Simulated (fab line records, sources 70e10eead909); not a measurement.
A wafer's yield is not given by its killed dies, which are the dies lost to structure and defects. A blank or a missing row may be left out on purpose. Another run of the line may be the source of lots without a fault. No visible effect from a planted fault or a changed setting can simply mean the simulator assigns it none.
The tool behind it: which one? -- flow nandHarc -- 36 wafers from 12 lots sampled at 5 of the route's 1159 steps

WHAT THE GAUGES SHOWED, per wafer
NHARC_THIN_TSV_CD_MEAS_33 targets a cd of 5000 nm. Usual: cdNm at 5000.9 nm, with a standard deviation of 1.6.
lot,measured,on,cdNm (nm),flag
L513,day 19 05:38,cdSem-02,5002.1 5002.7 5000.7,
L515,day 19 03:26,cdSem-02,5000.0 5000.4 5002.1,
L514,day 19 06:55,cdSem-01,5002.7 5000.6 4999.9,
L518,day 19 11:19,cdSem-01,5001.1 5001.1 5003.6,
L516,day 19 12:43,cdSem-02,5000.8 4999.1 4998.9,
L517,day 20 08:04,cdSem-02,5001.0 5001.2 4999.8,
L520,day 20 19:45,cdSem-02,4999.5 5003.0 5002.0,
L521,day 20 21:23,cdSem-02,5001.6 5001.6 5003.3,
L528,day 22 18:20,cdSem-02,5000.6 5000.2 4997.9,
L530,day 23 02:11,cdSem-02,4997.6 5002.6 4998.2,
L529,day 23 09:40,cdSem-02,5002.9 5000.9 5002.6,
L532,day 23 11:01,cdSem-01,5001.3 4997.8 4999.9,

NHARC_END_SORT_01. Usual: defectLimitedYield 95.3 %, standard deviation 1.3; killedAtArray 28, standard deviation 8.6; killedAtOther 0.7, standard deviation 1.2; killedAtPeriphery 3.1, standard deviation 2.3; killedDies 32, standard deviation 8.7; killedOpen 3.2, standard deviation 1.7; killedShort 2.0, standard deviation 1.5; sort_bin_2_pct 1.5 %, standard deviation 0.58; sort_bin_3_pct 0.28 %, standard deviation 0.22; sort_bin_4_pct 3.0 %, standard deviation 0.86; sortNPass 645, standard deviation 8.7; sortRimYieldPct 97.8 %, standard deviation 1.4; sortYieldPct 95.3 %, standard deviation 1.3.
lot,measured,on,defectLimitedYield (%),killedAtArray,killedAtOther,killedAtPeriphery,killedDies,killedOpen,killedShort,sort_bin_2_pct (%),sort_bin_3_pct (%),sort_bin_4_pct (%),sortNPass,sortRimYieldPct (%),sortYieldPct (%),flag
L521,day 21 05:56,prober-01,95.0 94.5 95.7,22 26 25,0 0 1,12 11 3,34 37 29,2 2 9,3 1 0,2.2 1.6 1.8,0.15 0.30 0.15,2.7 3.5 2.4,643 640 648,95.3 99.1 96.2,95.0 94.5 95.7,
L528,day 23 02:01,prober-01,51.7 55.4 50.4,320 298 331,3 2 3,4 2 2,327 302 336,2 3 4,2 1 5,15.4 13.3 18.2,3.40 3.40 5.17,29.5 27.9 26.3,350 375 341,64.2 59.4 62.3,51.7 55.4 50.4,OFF
L529,day 23 21:09,prober-01,53.0 50.1 49.6,317 335 334,0 0 0,1 3 7,318 338 341,0 2 4,1 0 0,16.7 17.6 18.9,2.51 3.40 2.81,27.8 29.0 28.7,359 339 336,55.7 53.8 45.3,53.0 50.1 49.6,OFF

WHAT TOOL EACH LOT RAN ON (gives the tool, then ch and the chambers of the sampled wafers, and finally the start)
lot,NHARC_A_M1_ECD_22,NHARC_THIN_TSV_PVD_19,NHARC_THIN_TSV_DEGAS_53
L513,"ecdCu-01 ch 0,1, day 17 22:22","pvdSputter-02, day 19 04:29 or earlier","pvdSputter-03, day 19 04:29"
L515,"ecdCu-02 ch 0,1, day 18 02:45","pvdSputter-01, day 19 02:17 or earlier","pvdSputter-01, day 19 02:17"
L514,"ecdCu-02 ch 0,1, day 18 03:21","pvdSputter-02, day 19 05:47 or earlier","pvdSputter-02, day 19 05:47"
L518,"ecdCu-01 ch 0,1, day 18 09:27","pvdSputter-02, day 19 10:18 or earlier","pvdSputter-02, day 19 10:18"
L516,"ecdCu-02 ch 0,1, day 18 10:08","pvdSputter-01, day 19 11:35 or earlier","pvdSputter-01, day 19 11:35"
L517,"ecdCu-02 ch 0,1, day 19 04:59","pvdSputter-01, day 20 06:56 or earlier","pvdSputter-02, day 20 06:56"
L520,"ecdCu-02 ch 0,1, day 19 19:29","pvdSputter-03, day 20 18:36 or earlier","pvdSputter-03, day 20 18:36"
L521,"ecdCu-02 ch 0,1, day 19 19:47","pvdSputter-02, day 20 20:14 or earlier","pvdSputter-03, day 20 20:14"
L528,"ecdCu-01 ch 0,1, day 21 16:02","pvdSputter-02, day 22 17:03 or earlier","pvdSputter-03, day 22 17:03"
L530,"ecdCu-02 ch 0,1, day 21 22:26","pvdSputter-03, day 23 01:10 or earlier","pvdSputter-03, day 23 01:10"
L529,"ecdCu-01 ch 0,1, day 22 06:19","pvdSputter-01, day 23 08:41 or earlier","pvdSputter-01, day 23 08:41"
L532,"ecdCu-02 ch 0,1, day 22 07:11","pvdSputter-02, day 23 09:52 or earlier","pvdSputter-02, day 23 09:52"
- NHARC_A_M1_ECD_22: material Cu, target thk 400 nm.
- NHARC_THIN_TSV_PVD_19: deposits TaN, target thk 20 nm.
- NHARC_THIN_TSV_DEGAS_53: time 60 s.

AS READ BY THE TOOLS THEMSELVES (means over the sampled wafers that have a number; for cases with no such wafer, the mark the record gives instead)
NHARC_THIN_TSV_PVD_19. Usual: throttleValvePct at 30.5 %, with a standard deviation of 1.3.
lot,tool,throttleValvePct (%),flag
L513,pvdSputter-02,32.0,
L515,pvdSputter-01,29.1,
L514,pvdSputter-02,31.6,
L518,pvdSputter-02,31.8,
L516,pvdSputter-01,29.5,
L517,pvdSputter-01,29.8,
L520,pvdSputter-03,30.2,
L521,pvdSputter-02,31.6,
L528,pvdSputter-02,31.0,
L530,pvdSputter-03,30.1,
L529,pvdSputter-01,30.7,
L532,pvdSputter-02,31.6,

NHARC_THIN_TSV_DEGAS_53. Usual: heaterPowerW at 473 W, with a standard deviation of 46.
lot,tool,heaterPowerW (W),flag
L513,pvdSputter-03,467,
L515,pvdSputter-01,414,
L514,pvdSputter-02,502,
L518,pvdSputter-02,490,
L516,pvdSputter-01,460,
L517,pvdSputter-02,496,
L520,pvdSputter-03,493,
L521,pvdSputter-03,495,
L528,pvdSputter-03,482,
L530,pvdSputter-03,467,
L529,pvdSputter-01,461,
L532,pvdSputter-02,489,

THE ANSWER, worked out from the rows above alone
Rule: take the mean of a lot's wafers that have a number; if it is more than 3 standard deviations from the usual mean, the lot is off. A lot without any number at a reading at which 4 lots or more have one is off too. All remaining lots with rows at the step are treated as sound. First the gauges in route order, then the tools' own readings, where a lot's mean is used as printed above. At the first step where some lot is off, the reading lying furthest off is the one used; lots without a number count as furthest.
Off: L528, L529 (NHARC_END_SORT_01, killedAtArray). Neither off nor sound, because the step has no rows for them: L513, L515, L514, L518, L516, L517, L520, L530, L532.
If a tool, at a process step before that reading, ran all the lots that are off and no sound lot after the first of them, it fits. Gauges at NHARC_END_SORT_01: tried the same way as those tools. With no start given for some of its lots, NHARC_THIN_TSV_PVD_19 uses the hours and lot order of NHARC_THIN_TSV_DEGAS_53. Can't be told from this: 2 tools fit, ecdCu-01 at NHARC_A_M1_ECD_22, prober-01 at NHARC_END_SORT_01.

WHAT HAD BEEN PUT IN BY THE SIMULATOR
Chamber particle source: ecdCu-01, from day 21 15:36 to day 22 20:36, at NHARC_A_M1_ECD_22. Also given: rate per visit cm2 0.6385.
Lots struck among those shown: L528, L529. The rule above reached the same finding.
